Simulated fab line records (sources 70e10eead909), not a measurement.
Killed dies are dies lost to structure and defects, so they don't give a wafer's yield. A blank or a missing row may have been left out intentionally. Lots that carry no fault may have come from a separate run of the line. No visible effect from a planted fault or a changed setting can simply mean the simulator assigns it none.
Code-filled problem report in 8D (eight disciplines) form :: flow nand harc :: the parts of the form that need people (team, actions taken, sign-off) are left out

== 1. THE ISSUE ==
At NHARC_END_SORT_01, killed at other averages 30.5 over 2 wafers from 2 lots, while fault-free wafers read 0.7, standard deviation 1.1. Relative to the usual mean, that is a shift of +27 standard deviations.
The first sign was on wafer L258.3 at day 22 03:28, on prober-01. At this step, 15 wafers from 5 lots have a number in the record. Rule for "out", or "out of limits": more than 4 standard deviations from the usual mean. The rest of the wafers with a number are treated as sound.

== 2. WHAT IT IS AND WHAT IT IS NOT ==
question: which readings at this step
is: killed at other, sort_bin_3_pct, sort rim yield pct
is not: killed at array, killed at periphery, killed open, killed short, sort_bin_4_pct

question: which lots
is: L257, L258
is not: L246, L248, L261

question: which wafers of those lots
is: L257.3, L258.3
is not: L257.1, L257.2, L258.1, L258.5

question: read on which gauges
is: prober-01
is not: prober-02

question: when
is: from day 22 03:28
is not: up to then (7 sound wafers); but 6 sound wafers of L257, L258, L261 came after

== 3. WHAT RULES OUT EACH SUSPECT ==
Counting: any tool at a process step up to the reading remains a suspect provided it ran every lot that is out. Sound lots after the first of them don't rule it out here, since some wafers of a struck lot are sound.
- the gauge at NHARC_END_SORT_01: kept. All the wafers that are out were read on prober-01, and no step on other tools shows them out.
- pvd sputter-02 at NHARC_THIN_TSV_DEGAS_49 (time 120 s): kept. Ran every lot that is out, first one L257 (day 21 14:05); last sound lot up to then L248 (day 19 02:49).
- pvd sputter-02 at NHARC_THIN_TSV_PVD_19 (deposits TaN, target thk 20 nm): kept. Ran every lot that is out, first one L257 (day 21 14:15); last sound lot up to then L248 (day 19 02:58).
- pvd sputter-02 at NHARC_THIN_TSV_PVD_51 (deposits Cu, target thk 100 nm): kept. Ran every lot that is out, first one L257 (day 21 16:07); last sound lot up to then L248 (day 19 04:47). Because NHARC_THIN_TSV_PVD_51 lacks a start for some lots, the hours and order of its lots are taken from NHARC_THIN_TSV_DEGAS_53.
Left after counting: pvd sputter-02 at NHARC_THIN_TSV_DEGAS_49, pvd sputter-02 at NHARC_THIN_TSV_PVD_19, pvd sputter-02 at NHARC_THIN_TSV_PVD_51, prober-01 at NHARC_END_SORT_01.

== 4. THE CAUSE (what the simulator had put in) ==
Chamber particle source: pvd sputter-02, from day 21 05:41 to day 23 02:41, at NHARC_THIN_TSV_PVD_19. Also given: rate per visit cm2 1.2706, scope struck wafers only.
After counting, 4 suspects remain, this tool included.

== 5. THE CHAIN OF EFFECTS, in route order ==
Each row: a reading whose mean over the struck wafers that have a number lies more than 3 standard deviations from the usual. Scope: only readings with a usual standard deviation given in the record; hours: median across lots of the time from each lot's start at the first step in this table that gives one to its start at this step; sigmas: change in usual standard deviations.
hours: 0
step: NHARC_END_SORT_01
reading: killed at other
usual: 0.7
on struck wafers: 30.5
change: +29.8
sigmas: +27

hours: 0
step: NHARC_END_SORT_01
reading: sort_bin_2_pct
usual: 1.6 %
on struck wafers: 3.6
change: +2.0
sigmas: +3.2

hours: 0
step: NHARC_END_SORT_01
reading: sort_bin_3_pct
usual: 0.26 %
on struck wafers: 1.55
change: +1.29
sigmas: +7.2

hours: 0
step: NHARC_END_SORT_01
reading: sort rim yield pct
usual: 95.7 %
on struck wafers: 83.5
change: -12.2
sigmas: -4.4

== 6. WHAT WOULD HAVE CAUGHT IT SOONER ==
The first out-of-limits reading at a measuring or inspecting step in this record came at day 22 03:28, 22 hours after the fault's start at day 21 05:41.
An alarm limit of 4 standard deviations would not have fired on the tool readings at NHARC_THIN_TSV_PVD_19 for which the record gives a usual standard deviation, since none of them was out on any struck wafer.
By day 22 03:28, every lot that is out (2) had started NHARC_THIN_TSV_PVD_19 on pvd sputter-02. Had the tool been put on hold then, not one of them would have been saved.
